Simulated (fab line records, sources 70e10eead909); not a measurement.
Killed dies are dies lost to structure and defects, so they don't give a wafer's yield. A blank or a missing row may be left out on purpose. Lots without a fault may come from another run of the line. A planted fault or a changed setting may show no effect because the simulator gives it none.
fab line records | flow nand_harc
record lots=5 wafers=15 last_day=32
route steps=1302 shown P_M1@311 P_M2@318
lots that met no fault: from a run of the same line without faults
start_h: hours from the record's first day to the start of the lot's first wafer shown | wait_h: hours since the lot's step before | " the same as in the row above | L1.1+2: a row that stands for several wafers | - no value, or no start given | * or withheld: withheld | < > ~ a bound
route shown NAME@n: a module of which the file shows steps, and the number in the route of the first | usual: mean/standard deviation of fault-free wafers | same: alike in all rows | chamber/n: place in a boat | sites: the reading at each site | _std_site: their standard deviation | _edge_site: outer sites' mean less inner sites' | radius_mm: how far each site lies from the wafer's centre | mask NAME#n: copy n | behind: the tool/chamber that last shaped the wafer | hold: why the lot was held/for how many hours/how that ended | device: the transistor (n, p or np) that didn't switch | end of line: the same wafers' tests at the end of the route | a step without rows: its recipe alone | killed: dies lost to structure and defects at the first sort, not the wafer's yield | map: a wafer's dies, x killed, . not, _ none there
set.NAME: the setting as run; set.NAME@STEP: as run at that earlier step | model.NAME: the simulator's own value behind a step, which no gauge read
lots at some steps of the route; a table a step, a row a wafer
services: from which hour (start_h, from the record's first day; less than 0 if before it) a tool's chamber was out of use, for how many hours, and why
## steps
# step NHARC_P_M1_CMP_23
# recipe t_overpolish_s=20 target_thk_nm=157.82
# usual motor_current_A=12.7/1.3 time_to_endpoint_s=30/3.1
# columns lot.wafer tool chamber start_h wait_h motor_current_A time_to_endpoint_s
L083.2 cmp-02 2 221.84 - 10.7 30
L083.6 " 3 " " 14.1 28
L083.5 " 0 " " 10.9 30
L084.1 cmp-02 1 226.41 - 12.5 29
L084.3 " 0 " " 11.1 31
L084.5 " 1 " " 12.6 30
L087.1 cmp-04 0 256.07 - 14.2 30
L087.3 " 3 " " 13.9 27
L087.6 " 0 " " 15.4 29
L088.2 cmp-01 3 273.98 - 11.6 35
L088.4 " 0 " " 12.7 32
L088.6 " 3 " " 11.3 37
L093.3 cmp-02 2 315.82 - 11.2 31
L093.4 " 0 " " 11.0 27
L093.5 " 3 " " 14.4 25
# step NHARC_P_M1_THK_MEAS_24
# recipe thk_meas_gauge=xrf
# usual thk_nm=158.3/1.7
# columns lot.wafer tool chamber start_h wait_h thk_nm
L083.2 film_metro-01 - 222.07 - 160.6
L083.5 " - " " 158.9
L083.6 " - " " 158.0
L084.1 film_metro-02 - 226.72 - 160.1
L084.3 " - " " 156.8
L084.5 " - " " 160.6
L087.1 film_metro-02 - 256.38 - 159.3
L087.3 " - " " 159.0
L087.6 " - " " 159.7
L088.2 film_metro-02 - 274.27 - 160.9
L088.4 " - " " 158.4
L088.6 " - " " 158.7
L093.3 film_metro-01 - 316.13 - 158.3
L093.4 " - " " 154.8
L093.5 " - " " 156.2
# step NHARC_P_M1_SRD_25
# columns lot.wafer tool chamber start_h wait_h
L083.5+6+2 wet_bench-08 0,2,4 222.11 0.0
L084.1+5+3 wet_bench-08 2,4,5 226.77 0.0
L087.1+6+3 wet_bench-10 5,6,7 256.42 0.0
L088.2+6+4 wet_bench-10 7,1,2 274.32 0.0
L093.3+4+5 wet_bench-08 5,6,7 316.17 0.0
# step NHARC_P_M1_INSPECT_27
# usual raw_defect_count=262/91
# columns lot.wafer tool chamber start_h wait_h raw_defect_count
L083.2 defect_inspect-01 - 222.23 0.0 132
L083.5 " - " " 166
L083.6 " - " " 159
L084.1 defect_inspect-01 - 226.88 0.0 364
L084.3 " - " " 379
L084.5 " - " " 276
L087.1 defect_inspect-01 - 256.54 0.0 157
L087.3 " - " " 293
L087.6 " - " " 159
L088.2 defect_inspect-02 - 274.43 0.0 153
L088.4 " - " " 493
L088.6 " - " " 204
L093.3 defect_inspect-01 - 316.29 0.0 153
L093.4 " - " " 165
L093.5 " - " " 194
# step NHARC_P_M1_PRE_CLEAN_32
# recipe time_s=12 temp_c=370 rf_power_w=300 gas=NH3
# usual heater_power_outer_w=397/54 heater_power_w=682/63
# columns lot.wafer tool chamber start_h wait_h heater_power_outer_w heater_power_w
L083.2 pecvd-04 2 222.30 0.1 523 805
L083.5 " 2 " " 497 820
L083.6 " 0 " " 348 575
L084.3 pecvd-04 2 226.94 0.1 505 794
L084.1 " 0 " " 315 554
L084.5 " 1 " " 378 624
L087.3 pecvd-01 0 256.61 0.1 316 629
L087.1 " 2 " " 416 713
L087.6 " 2 " " 403 724
L088.2 pecvd-02 2 274.51 0.1 408 692
L088.6 " 2 " " 416 708
L088.4 " 0 " " 420 726
L093.3 pecvd-02 2 316.38 0.1 411 724
L093.4 " 0 " " 394 685
L093.5 " 1 " " 402 678
# step NHARC_P_M1_DEP_33
# recipe target_thk_a=300 temp_c=370 target_thk_nm=30 pressure_torr=3 flow_sccm=200 rf_w=450 material=SiCN
# usual heater_power_outer_w=357/51 heater_power_w=629/61
# columns lot.wafer tool chamber start_h wait_h heater_power_outer_w heater_power_w
L083.2 pecvd-04 2 222.38 0.1 426 712
L083.5 " 2 " " 442 706
L083.6 " 0 " " 299 531
L084.3 pecvd-04 2 227.02 0.1 437 707
L084.1 " 0 " " 319 560
L084.5 " 1 " " 306 525
L087.3 pecvd-01 0 256.69 0.1 312 605
L087.1 " 2 " " 411 730
L087.6 " 2 " " 413 723
L088.2 pecvd-02 2 274.62 0.1 419 692
L088.6 " 2 " " 425 713
L088.4 " 0 " " 327 624
L093.3 pecvd-02 2 316.52 0.1 454 736
L093.4 " 0 " " 365 683
L093.5 " 1 " " 351 629
# step NHARC_P_M2_DEP_00
# recipe target_thk_a=1825 target_thk_nm=182.5 temp_c=withheld pressure_torr=5 flow_sccm=200 rf_w=600 material=SiOC
# columns lot.wafer tool chamber start_h wait_h
L083.2+5+6 pecvd-01 1,2,0 222.79 -
L084.3+1+5 pecvd-04 2,1,2 - -
L087.3+1+6 pecvd-02 0,2,1 257.08 -
L088.2+4+6 pecvd-01 2,0,2 275.08 -
L093.3+4+5 pecvd-02 2,1,0 - -
# step NHARC_P_M2_DEHYDRATE_01
# recipe temp_c=150 time_s=120
# usual chill_plate_temp_C=23.02/0.12 resist_line_temp_C=22.99/0.099
# columns lot.wafer tool chamber start_h wait_h chill_plate_temp_C resist_line_temp_C
L083.2 litho_track-06 0 223.20 - 23.05 22.92
L083.5 " 0 " " 22.92 22.81
L083.6 " 0 " " 22.95 23.01
L084.1 litho_track-04 0 228.19 - 23.04 23.07
L084.3 " 0 " " 23.01 23.04
L084.5 " 0 " " 23.02 23.11
L087.1 litho_track-06 0 257.48 - 23.12 23.00
L087.3 " 0 " " 23.14 22.95
L087.6 " 0 " " 23.10 23.05
L088.2 litho_track-06 0 275.39 - 22.98 22.86
L088.4 " 0 " " 22.88 22.90
L088.6 " 0 " " 23.03 22.90
L093.3 litho_track-06 0 317.23 - 23.11 22.94
L093.4 " 0 " " 22.96 23.06
L093.5 " 0 " " 22.98 22.97
# step NHARC_P_M2_HMDS_02
# recipe time_s=30
# usual chill_plate_temp_C=23.01/0.11 resist_line_temp_C=23.00/0.099
# columns lot.wafer tool chamber start_h wait_h chill_plate_temp_C resist_line_temp_C
L083.2 litho_track-06 0 - - 22.87 23.13
L083.5 " 0 " " 22.93 22.91
L083.6 " 0 " " 22.99 22.93
L084.1 litho_track-04 0 - - 23.12 22.93
L084.3 " 0 " " 22.96 23.07
L084.5 " 0 " " 22.82 23.17
L087.1 litho_track-06 0 - - 23.07 22.96
L087.3 " 0 " " 23.03 23.00
L087.6 " 0 " " 23.08 23.10
L088.2 litho_track-06 0 - - 22.85 22.91
L088.4 " 0 " " 22.95 23.01
L088.6 " 0 " " 22.94 23.05
L093.3 litho_track-06 0 - - 23.13 22.96
L093.4 " 0 " " 22.82 23.11
L093.5 " 0 " " 22.95 23.00
# step NHARC_P_M2_COAT_34
# recipe temp_c=200 time_s=65
# usual chill_plate_temp_C=23.02/0.11 resist_line_temp_C=23.00/0.097
# columns lot.wafer tool chamber start_h wait_h chill_plate_temp_C resist_line_temp_C
L083.2 litho_track-06 0 - - 22.91 22.94
L083.5 " 0 " " 23.10 22.91
L083.6 " 0 " " 22.94 22.92
L084.1 litho_track-04 0 - - 23.15 22.92
L084.3 " 0 " " 23.21 23.07
L084.5 " 0 " " 23.15 23.08
L087.1 litho_track-06 0 - - 23.15 23.09
L087.3 " 0 " " 23.03 22.77
L087.6 " 0 " " 22.98 22.99
L088.2 litho_track-06 0 - - 23.08 23.00
L088.4 " 0 " " 23.05 22.87
L088.6 " 0 " " 23.17 22.94
L093.3 litho_track-06 0 - - 23.20 23.05
L093.4 " 0 " " 23.19 22.98
L093.5 " 0 " " 23.09 22.95
# step NHARC_P_M2_COAT_03
# recipe spin_rpm=1500 resist_thk_nm=90
# usual chill_plate_temp_C=22.98/0.12 resist_line_temp_C=23.00/0.11
# columns lot.wafer tool chamber start_h wait_h chill_plate_temp_C resist_line_temp_C
L083.2 litho_track-06 0 - - 22.94 22.98
L083.5 " 0 " " 22.94 23.11
L083.6 " 0 " " 22.84 23.03
L084.1 litho_track-04 0 - - 22.89 23.15
L084.3 " 0 " " 22.85 23.09
L084.5 " 0 " " 22.95 23.06
L087.1 litho_track-06 0 - - 23.05 22.93
L087.3 " 0 " " 23.05 22.99
L087.6 " 0 " " 23.08 23.01
L088.2 litho_track-06 0 - - 22.95 23.02
L088.4 " 0 " " 22.92 22.85
L088.6 " 0 " " 23.12 23.00
L093.3 litho_track-06 0 - - 22.90 22.95
L093.4 " 0 " " 22.98 23.13
L093.5 " 0 " " 22.91 22.88
# step NHARC_P_M2_SOFTBAKE_04
# recipe temp_c=105 time_s=55
# usual chill_plate_temp_C=22.99/0.12 resist_line_temp_C=22.99/0.11
# columns lot.wafer tool chamber start_h wait_h chill_plate_temp_C resist_line_temp_C
L083.2 litho_track-06 0 - - 22.80 23.05
L083.5 " 0 " " 23.03 23.04
L083.6 " 0 " " 22.89 22.92
L084.1 litho_track-04 0 - - 23.00 23.00
L084.3 " 0 " " 23.06 22.85
L084.5 " 0 " " 23.01 22.90
L087.1 litho_track-06 0 - - 22.95 23.07
L087.3 " 0 " " 22.74 23.27
L087.6 " 0 " " 22.73 23.10
L088.2 litho_track-06 0 - - 22.94 23.03
L088.4 " 0 " " 23.01 22.91
L088.6 " 0 " " 23.12 23.18
L093.3 litho_track-06 0 - - 23.03 23.06
L093.4 " 0 " " 23.09 23.05
L093.5 " 0 " " 23.12 23.01
# step NHARC_P_M2_EBR_05
# usual chill_plate_temp_C=22.98/0.11 resist_line_temp_C=23.03/0.11
# columns lot.wafer tool chamber start_h wait_h chill_plate_temp_C resist_line_temp_C
L083.2 litho_track-06 0 - - 22.95 23.29
L083.5 " 0 " " 22.91 23.27
L083.6 " 0 " " 23.08 23.28
L084.1 litho_track-04 0 - - 23.07 23.13
L084.3 " 0 " " 22.94 23.12
L084.5 " 0 " " 23.12 23.01
L087.1 litho_track-06 0 - - 22.87 23.07
L087.3 " 0 " " 22.99 22.98
L087.6 " 0 " " 22.82 23.17
L088.2 litho_track-06 0 - - 22.84 22.95
L088.4 " 0 " " 22.77 22.88
L088.6 " 0 " " 22.96 22.81
L093.3 litho_track-06 0 - - 23.07 23.01
L093.4 " 0 " " 22.90 23.08
L093.5 " 0 " " 22.95 22.97
# step NHARC_P_M2_EXPOSE_06
# recipe na=1.35 target_cd_nm=170 dose_mj=80.78 mask_id=P_M2
# columns lot.wafer tool chamber start_h wait_h mask
L083.2+5+6 arfi_scanner-02 0 223.49 - P_M2#0
L084.1+3+5 arfi_scanner-02 0 228.35 - P_M2#0
L087.1+3+6 arfi_scanner-01 0 257.86 - P_M2#0
L088.2+4+6 arfi_scanner-03 0 275.69 - P_M2#0
L093.3+4+5 arfi_scanner-01 0 317.41 - P_M2#0
# step NHARC_P_M2_PEB_07
# recipe peb_temp_c=100 peb_time_s=65
# usual chill_plate_temp_C=23.00/0.1 resist_line_temp_C=23.01/0.097
# columns lot.wafer tool chamber start_h wait_h chill_plate_temp_C resist_line_temp_C
L083.2 litho_track-06 0 223.55 0.1 23.10 23.06
L083.5 " 0 " " 23.05 22.96
L083.6 " 0 " " 22.89 23.05
L084.1 litho_track-06 0 228.42 0.1 22.99 22.93
L084.3 " 0 " " 22.96 23.04
L084.5 " 0 " " 22.97 22.96
L087.1 litho_track-04 0 257.92 0.1 23.00 23.10
L087.3 " 0 " " 22.94 23.11
L087.6 " 0 " " 22.96 23.00
L088.2 litho_track-01 0 275.74 0.1 22.81 23.00
L088.4 " 0 " " 23.05 23.02
L088.6 " 0 " " 22.97 23.17
L093.3 litho_track-04 0 317.46 0.0 23.08 23.13
L093.4 " 0 " " 22.83 22.91
L093.5 " 0 " " 23.08 23.06
# step NHARC_P_M2_DEVELOP_08
# recipe develop_time_s=35 dev_temp_c=23
# usual chill_plate_temp_C=22.99/0.1 resist_line_temp_C=23.01/0.11
# columns lot.wafer tool chamber start_h wait_h chill_plate_temp_C resist_line_temp_C
L083.2 litho_track-06 0 - - 22.86 23.21
L083.5 " 0 " " 22.91 22.90
L083.6 " 0 " " 22.85 22.99
L084.1 litho_track-06 0 - - 22.71 23.17
L084.3 " 0 " " 23.01 23.04
L084.5 " 0 " " 22.88 23.12
L087.1 litho_track-04 0 - - 22.96 23.11
L087.3 " 0 " " 23.11 23.06
L087.6 " 0 " " 23.08 23.11
L088.2 litho_track-01 0 - - 22.97 23.01
L088.4 " 0 " " 22.93 23.00
L088.6 " 0 " " 22.85 22.89
L093.3 litho_track-04 0 - - 23.04 22.99
L093.4 " 0 " " 22.86 22.98
L093.5 " 0 " " 23.07 22.86
# step NHARC_P_M2_CD_MEAS_09
# recipe target_cd_nm=170 landing_energy_ev=500
# usual cd_nm=170.4/0.99
# columns lot.wafer tool chamber start_h wait_h cd_nm
L083.2 cd_sem-02 0 223.63 - 171.5
L083.5 " 0 " " 170.5
L083.6 " 0 " " 170.9
L084.1 cd_sem-01 0 228.49 - 169.5
L084.3 " 0 " " 170.7
L084.5 " 0 " " 170.2
L087.1 cd_sem-02 0 258.00 - 169.6
L087.3 " 0 " " 169.6
L087.6 " 0 " " 168.8
L088.2 cd_sem-02 0 275.82 - 169.9
L088.4 " 0 " " 169.6
L088.6 " 0 " " 170.7
L093.3 cd_sem-03 0 317.54 - 170.3
L093.4 " 0 " " 168.4
L093.5 " 0 " " 169.3
# step NHARC_P_M2_OVL_MEAS_10
# recipe pitch_nm=340
# usual overlay_x_nm=-0.2/0.8 overlay_y_nm=-0.2/0.8
# columns lot.wafer tool chamber start_h wait_h overlay_x_nm overlay_y_nm
L083.2 overlay-02 - 223.71 - 0.2 0.3
L083.5 " - " " -0.2 -0.4
L083.6 " - " " -0.1 0.0
L084.1 overlay-01 - 228.58 - 0.0 -0.4
L084.3 " - " " -0.2 -0.5
L084.5 " - " " 0.0 -0.7
L087.1 overlay-01 - 258.09 - 0.9 1.3
L087.3 " - " " 0.8 1.2
L087.6 " - " " 1.0 1.4
L088.2 overlay-01 - 275.91 - -0.7 -0.7
L088.4 " - " " -1.2 -0.5
L088.6 " - " " -0.4 -0.9
L093.3 overlay-02 - 317.63 - 1.1 -1.3
L093.4 " - " " 0.8 -1.8
L093.5 " - " " 0.8 -1.4
# step NHARC_P_M2_INSPECT_11
# usual raw_defect_count=4.8/3
# columns lot.wafer tool chamber start_h wait_h raw_defect_count
L083.2 defect_inspect-02 - 223.75 0.0 8
L083.5 " - " " 4
L083.6 " - " " 7
L084.1 defect_inspect-02 - 228.62 0.0 3
L084.3 " - " " 6
L084.5 " - " " 5
L087.1 defect_inspect-01 - 258.12 0.0 6
L087.3 " - " " 6
L087.6 " - " " 5
L088.2 defect_inspect-01 - 275.95 0.0 2
L088.4 " - " " 3
L088.6 " - " " 3
L093.3 defect_inspect-01 - 317.66 0.0 5
L093.4 " - " " 4
L093.5 " - " " 3
# step NHARC_P_M2_DESCUM_14
# recipe time_s=3 o2_flow_sccm=200 ar_flow_sccm=0 bias_power_w=0 chemistry=O2
# usual chamber_pressure_mTorr=60.00/0.057 drypump_motor_current_A=5.7/0.33 oes_product_au=0.999/0.016 rf_vpp_V=58.0/0.91 showerhead_plenum_p_Torr=1.94/0.053 throttle_valve_pct=11.311/0.0082
# columns lot.wafer tool chamber start_h wait_h chamber_pressure_mTorr drypump_motor_current_A oes_product_au rf_hours_counter_h rf_vpp_V showerhead_plenum_p_Torr throttle_valve_pct
L083.2 rie_diel-03 3 223.82 0.1 60.06 5.6 0.991 7.5 58.6 1.99 11.320
L083.5 " 2 " " 59.95 6.0 0.987 - 59.3 1.96 11.306
L083.6 " 3 " " 60.01 5.5 0.998 - 58.7 1.99 11.306
L084.3 rie_diel-04 3 228.70 0.1 60.08 5.4 1.014 4.0 57.6 1.91 11.312
L084.1 " 0 " " 60.02 5.8 0.985 3.7 58.0 1.96 11.307
L084.5 " 2 " " 59.97 6.2 1.024 - 58.8 1.85 11.307
L087.1 rie_diel-07 0 258.18 0.1 59.98 5.6 0.990 5.5 60.6 1.98 11.310
L087.3 " 2 " " 59.85 6.3 0.977 6.5 57.6 1.93 11.304
L087.6 " 0 " " 60.03 5.6 0.982 - 57.9 1.98 11.314
L088.2 rie_diel-04 2 276.01 0.1 60.02 6.2 1.011 8.3 59.1 1.85 11.314
L088.4 " 0 " " 60.06 5.8 0.976 8.5 59.8 1.96 11.338
L088.6 " 2 " " 60.02 6.2 1.019 - 58.4 1.85 11.304
L093.3 rie_diel-03 0 317.73 0.1 60.11 5.6 0.998 1.7 56.5 1.90 11.321
L093.4 " 1 " " 59.99 5.3 1.016 0.6 56.9 1.93 11.308
L093.5 " 3 " " 59.88 5.6 0.980 - 57.8 1.98 11.316
# step NHARC_P_M2_ETCH_35
# recipe target_depth_a=400 overetch_a=120 time_s=43.94 ion_energy_ev=200 n2_flow_sccm=150 h2_flow_sccm=150 ar_flow_sccm=0 rf_w=400 bias_w=150 chemistry=N2/H2
# usual chamber_pressure_mTorr=30.000/0.027 drypump_motor_current_A=5.8/0.33 oes_product_au=0.997/0.016 rf_vpp_V=431.3/1.8 showerhead_plenum_p_Torr=2.07/0.058 throttle_valve_pct=14.171/0.0087
# columns lot.wafer tool chamber start_h wait_h chamber_pressure_mTorr drypump_motor_current_A oes_product_au rf_hours_counter_h rf_vpp_V showerhead_plenum_p_Torr throttle_valve_pct
L083.2 rie_diel-03 2 223.91 0.1 30.000 6.1 0.993 7.2 433.0 2.09 14.175
L083.5 " 2 " " 29.973 6.0 0.995 - 432.1 2.09 14.176
L083.6 " 1 " " 29.993 5.3 1.014 - 430.7 2.06 14.167
L084.3 rie_diel-04 1 228.77 0.1 30.021 6.3 1.002 3.6 432.4 2.05 14.173
L084.1 " 2 " " 30.012 6.2 1.022 4.2 428.2 1.97 14.167
L084.5 " 0 " " 29.990 5.8 0.976 - 433.4 2.09 14.161
L087.1 rie_diel-07 3 258.27 0.1 30.024 6.1 0.986 6.2 424.9 1.89 14.181
L087.3 " 0 " " 30.002 5.6 0.994 5.5 432.3 2.11 14.162
L087.6 " 0 " " 30.054 5.6 0.994 - 431.5 2.11 14.177
L088.4 rie_diel-04 1 276.10 0.1 29.995 6.2 0.979 7.9 430.3 2.05 14.172
L088.2 " 3 " " 29.973 5.4 0.999 8.8 431.4 2.04 14.172
L088.6 " 0 " " 30.034 5.8 0.976 - 432.7 2.09 14.183
L093.4 rie_diel-03 2 317.81 0.1 29.957 6.1 1.000 1.7 431.7 2.09 14.164
L093.3 " 3 " " 30.035 5.6 0.980 1.9 433.5 2.12 14.165
L093.5 " 2 " " 30.007 6.0 0.999 - 431.9 2.09 14.159
# step NHARC_P_M2_ETCH_15
# recipe target_depth_a=1825 time_s=91.2 c4f8_flow_sccm=withheld ar_flow_sccm=400 rf_w=600 bias_w=300 chemistry=C4F8/Ar
# usual chamber_pressure_mTorr=25.000/0.026 oes_product_au=0.951/0.025 rf_vpp_V=441.6/1.8
# columns lot.wafer tool chamber start_h wait_h chamber_pressure_mTorr oes_product_au rf_hours_counter_h rf_vpp_V
L083.2 rie_diel-03 1 - - 25.017 0.981 5.1 442.0
L083.6 " 2 " " 24.993 0.961 - 442.0
L083.5 " 1 " " 24.975 0.973 - 441.0
L084.1 rie_diel-04 1 - - 24.997 0.917 3.6 442.8
L084.3 " 3 " " 25.002 0.929 4.0 439.3
L084.5 " 0 " " 24.982 0.903 - 440.9
L087.1 rie_diel-07 1 - - 24.989 0.946 6.3 443.7
L087.3 " 2 " " 24.981 0.906 6.5 441.3
L087.6 " 1 " " 24.994 0.952 - 443.8
L088.4 rie_diel-04 2 - - 24.984 0.979 8.3 440.4
L088.2 " 0 " " 24.987 0.908 8.6 441.7
L088.6 " 2 " " 24.990 0.984 - 437.7
L093.4 rie_diel-03 1 - - 25.160 0.960 0.7 442.8
L093.3 " 2 " " 25.001 0.946 1.7 441.5
L093.5 " 3 " " 24.970 0.924 - 442.2
# step NHARC_P_M2_CD_MEAS_16
# usual cd_nm=170.1/1.4
# columns lot.wafer tool chamber start_h wait_h cd_nm
L083.2 cd_sem-02 - 224.16 - 171.0
L083.5 " - " " 170.4
L083.6 " - " " 169.5
L084.1 cd_sem-01 - 228.98 - 170.0
L084.3 " - " " 170.0
L084.5 " - " " 170.4
L087.1 cd_sem-03 - 258.49 - 169.3
L087.3 " - " " 168.6
L087.6 " - " " 168.6
L088.2 cd_sem-03 - 276.31 - 169.0
L088.4 " - " " 169.2
L088.6 " - " " 170.7
L093.3 cd_sem-01 - 318.03 - 169.3
L093.4 " - " " 167.6
L093.5 " - " " 168.2
# step NHARC_P_M2_STRIP_18
# recipe power_w=1000 n2_flow_sccm=150 h2_flow_sccm=150 ar_flow_sccm=0 bias_w=0 chemistry=N2/H2
# usual chamber_pressure_mTorr=30.001/0.027 drypump_motor_current_A=5.9/0.32 oes_product_au=0.999/0.018 rf_vpp_V=90.7/0.91 showerhead_plenum_p_Torr=2.05/0.074 throttle_valve_pct=14.171/0.01
# columns lot.wafer tool chamber start_h wait_h chamber_pressure_mTorr drypump_motor_current_A oes_product_au rf_hours_counter_h rf_vpp_V showerhead_plenum_p_Torr throttle_valve_pct
L083.2 rie_diel-03 3 224.26 0.1 29.995 5.6 0.978 8 91.3 2.12 14.171
L083.6 " 3 " " 29.999 5.6 0.987 - 91.5 2.12 14.162
L083.5 " 1 " " 29.983 5.3 1.011 - 90.5 2.06 14.155
L084.1 rie_diel-04 2 229.11 0.1 29.981 6.2 1.022 4 89.9 1.97 14.166
L084.3 " 3 " " 29.957 5.4 1.010 4 90.1 2.04 14.162
L084.5 " 0 " " 29.988 5.8 0.961 - 92.3 2.09 14.151
L087.3 rie_diel-07 3 258.56 0.1 29.982 6.1 0.996 6 90.4 1.90 14.165
L087.1 " 1 " " 30.027 6.0 1.021 6 91.4 2.17 14.175
L087.6 " 3 " " 30.046 6.1 1.003 - 89.2 1.90 14.155
L088.2 rie_diel-07 3 276.38 0.1 30.022 6.1 0.981 7 88.4 1.90 14.176
L088.4 " 2 " " 30.043 6.3 0.978 7 90.4 2.06 14.183
L088.6 " 3 " " 30.009 6.1 0.993 - 89.0 1.89 14.184
L093.3 rie_diel-04 1 318.14 0.1 29.983 6.2 0.992 11 91.6 2.05 14.158
L093.4 " 3 " " 29.991 5.4 1.015 11 90.8 2.04 14.174
L093.5 " 0 " " 30.034 5.8 0.966 - 90.7 2.09 14.162
# step NHARC_P_M2_ETCH_28
# recipe target_depth_a=300 over_etch_frac=0.3 time_s=72.99 ion_energy_ev=150 cf4_flow_sccm=50 n2_flow_sccm=100 ar_flow_sccm=150 rf_w=300 bias_w=100 chemistry=CF4/N2
# usual chamber_pressure_mTorr=30.003/0.025 drypump_motor_current_A=5.9/0.34 oes_product_au=1.000/0.018 rf_vpp_V=314.3/1.8 showerhead_plenum_p_Torr=2.64/0.087 throttle_valve_pct=19.795/0.0083
# columns lot.wafer tool chamber start_h wait_h chamber_pressure_mTorr drypump_motor_current_A oes_product_au rf_hours_counter_h rf_vpp_V showerhead_plenum_p_Torr throttle_valve_pct
L083.2 rie_diel-03 2 - - 30.020 6.1 0.992 7 315.3 2.69 19.794
L083.6 " 3 " " 29.995 5.6 1.002 - 316.2 2.72 19.788
L083.5 " 1 " " 29.996 5.3 1.017 - 314.2 2.65 19.788
L084.1 rie_diel-04 0 - - 29.994 5.8 0.974 4 313.5 2.69 19.791
L084.3 " 1 " " 30.002 6.3 1.006 4 314.7 2.64 19.796
L084.5 " 3 " " 30.030 5.4 1.009 - 315.1 2.62 19.799
L087.3 rie_diel-07 2 - - 30.024 6.3 0.989 7 313.7 2.65 19.786
L087.1 " 3 " " 30.000 6.1 0.984 6 310.1 2.45 19.785
L087.6 " 0 " " 29.997 5.6 0.991 - 315.8 2.71 19.792
L088.2 rie_diel-07 2 - - 30.039 6.3 0.985 7 315.3 2.65 19.783
L088.4 " 0 " " 29.994 5.6 0.989 6 314.7 2.71 19.802
L088.6 " 2 " " 29.997 6.3 0.964 - 313.4 2.65 19.783
L093.4 rie_diel-04 3 - - 29.957 5.3 1.013 11 313.0 2.62 19.810
L093.3 " 0 " " 29.962 5.8 0.966 11 313.2 2.68 19.797
L093.5 " 1 " " 29.984 6.3 0.991 - 315.3 2.64 19.794
# step NHARC_P_M2_STRIP_19
# recipe time_s=600 temp_c=30 chemistry=post_etch_residue_remover
# usual temp_c=30.00/0.12
# columns lot.wafer tool chamber start_h wait_h temp_c
L083.6 wet_bench-08 0 224.66 - 30.17
L083.5 " 2 " " 29.82
L083.2 " 4 " " 30.19
L084.1 wet_bench-10 1 229.44 - 30.16
L084.5 " 2 " " 29.94
L084.3 " 4 " " 30.15
L087.1 wet_bench-08 0 258.94 - 29.93
L087.6 " 2 " " 30.01
L087.3 " 3 " " 30.00
L088.4 wet_bench-08 1 276.75 - 29.94
L088.6 " 3 " " 29.99
L088.2 " 5 " " 29.99
L093.4 wet_bench-08 6 318.48 - 30.17
L093.5 " 7 " " 29.90
L093.3 " 1 " " 30.15
# step NHARC_P_M2_DEGAS_29
# recipe temp_c=250 time_s=60
# usual heater_power_w=337/33
# columns lot.wafer tool chamber start_h wait_h heater_power_w
L083.2 pvd_sputter-01 - 224.94 - 326
L083.5 " - " " 370
L083.6 " - " " 301
L084.1 pvd_sputter-02 - 229.71 - 354
L084.3 " - " " 335
L084.5 " - " " 329
L087.1 pvd_sputter-01 - 259.20 - 379
L087.3 " - " " 315
L087.6 " - " " 385
L088.4 pvd_sputter-01 - 277.02 - 311
L088.2 " - " " 376
L088.6 " - " " 327
L093.4 pvd_sputter-02 - 318.75 - 359
L093.3 " - " " 340
L093.5 " - " " 359
# step NHARC_P_M2_PRE_CLEAN_30
# recipe time_s=30 temp_c=280 gas=H2/He
# usual heater_power_w=413/39
# columns lot.wafer tool chamber start_h wait_h heater_power_w
L083.2 pvd_sputter-01 - - - 439
L083.5 " - " " 371
L083.6 " - " " 391
L084.1 pvd_sputter-02 - - - 403
L084.3 " - " " 466
L084.5 " - " " 407
L087.3 pvd_sputter-01 - - - 461
L087.1 " - " " 456
L087.6 " - " " 444
L088.2 pvd_sputter-01 - - - 464
L088.4 " - " " 377
L088.6 " - " " 450
L093.3 pvd_sputter-02 - - - 427
L093.4 " - " " 424
L093.5 " - " " 440
# step NHARC_P_M2_PVD_20
# recipe target_thk_a=50 bias_v=168.6 power_w=15000 chamber_pressure_pa=0.12 time_s=8.06 substrate_temp_c=50 material=TaN
# usual throttle_valve_pct=29.7/0.72
# columns lot.wafer tool chamber start_h wait_h throttle_valve_pct
L083.2 pvd_sputter-01 - - - 28.0
L083.6 " - " " 28.7
L083.5 " - " " 29.3
L084.3 pvd_sputter-02 - - - 29.5
L084.1 " - " " 30.5
L084.5 " - " " 29.7
L087.1 pvd_sputter-01 - - - 29.7
L087.3 " - " " 28.7
L087.6 " - " " 29.5
L088.4 pvd_sputter-01 - - - 28.9
L088.2 " - " " 29.8
L088.6 " - " " 29.3
L093.4 pvd_sputter-02 - - - 29.7
L093.3 " - " " 30.0
L093.5 " - " " 28.7
# step NHARC_P_M2_PVD_21
# recipe target_thk_a=300 chamber_pressure_pa=5 power_w=5000 substrate_temp_c=30 time_s=20.49 material=Cu
# usual throttle_valve_pct=29.7/0.73
# columns lot.wafer tool chamber start_h wait_h throttle_valve_pct
L083.2 pvd_sputter-01 - - - 28.8
L083.6 " - " " 29.3
L083.5 " - " " 28.9
L084.3 pvd_sputter-02 - - - 30.9
L084.1 " - " " 29.6
L084.5 " - " " 30.8
L087.1 pvd_sputter-01 - - - 29.8
L087.3 " - " " 29.1
L087.6 " - " " 29.4
L088.2 pvd_sputter-01 - - - 28.5
L088.4 " - " " 29.1
L088.6 " - " " 29.3
L093.3 pvd_sputter-02 - - - 29.9
L093.4 " - " " 30.2
L093.5 " - " " 30.2
# step NHARC_P_M2_ECD_22
# recipe target_thk_a=4000 bath_temp_c=25 material=Cu
# columns lot.wafer tool chamber start_h wait_h
L083.2+6+5 ecd_cu-01 1,1,0 225.29 -
L084.1+3+5 ecd_cu-01 0,1,0 230.11 -
L087.1+3+6 ecd_cu-02 0,0,1 259.64 -
L088.2+4+6 ecd_cu-02 1,0,0 277.43 -
L093.3+4+5 ecd_cu-02 1,0,0 319.21 -
## services
# columns tool chamber start_h hours kind
litho_track-04 - 203.00 7.0 pm
rie_diel-04 1 203.54 13.0 repair
rie_diel-03 0 206.54 19.9 repair
arfi_scanner-01 - 210.69 0.8 repair
arfi_scanner-01 - 214.87 1.1 repair
pecvd-02 - 222.46 0.3 repair
pvd_sputter-01 - 226.56 10.0 pm
pecvd-02 - 227.30 13.0 pm
cmp-02 - 232.58 4.0 pm
rie_diel-04 2 235.21 8.3 repair
rie_diel-07 - 243.73 0.5 repair
ecd_cu-02 - 244.00 8.0 pm
rie_diel-03 - 248.48 32.9 repair
pecvd-04 - 269.19 13.0 pm
ecd_cu-02 - 270.86 0.8 repair
pvd_sputter-02 - 282.02 10.0 pm
pecvd-01 2 292.68 9.8 repair
rie_diel-07 - 294.20 9.0 pm
wet_bench-08 - 294.40 8.0 pm
rie_diel-03 1 295.59 5.3 repair
wet_bench-10 - 311.20 8.0 pm
pecvd-01 - 311.31 13.0 pm
rie_diel-07 2 313.34 3.3 repair
wet_bench-10 - 319.28 3.7 repair
## key
fault none
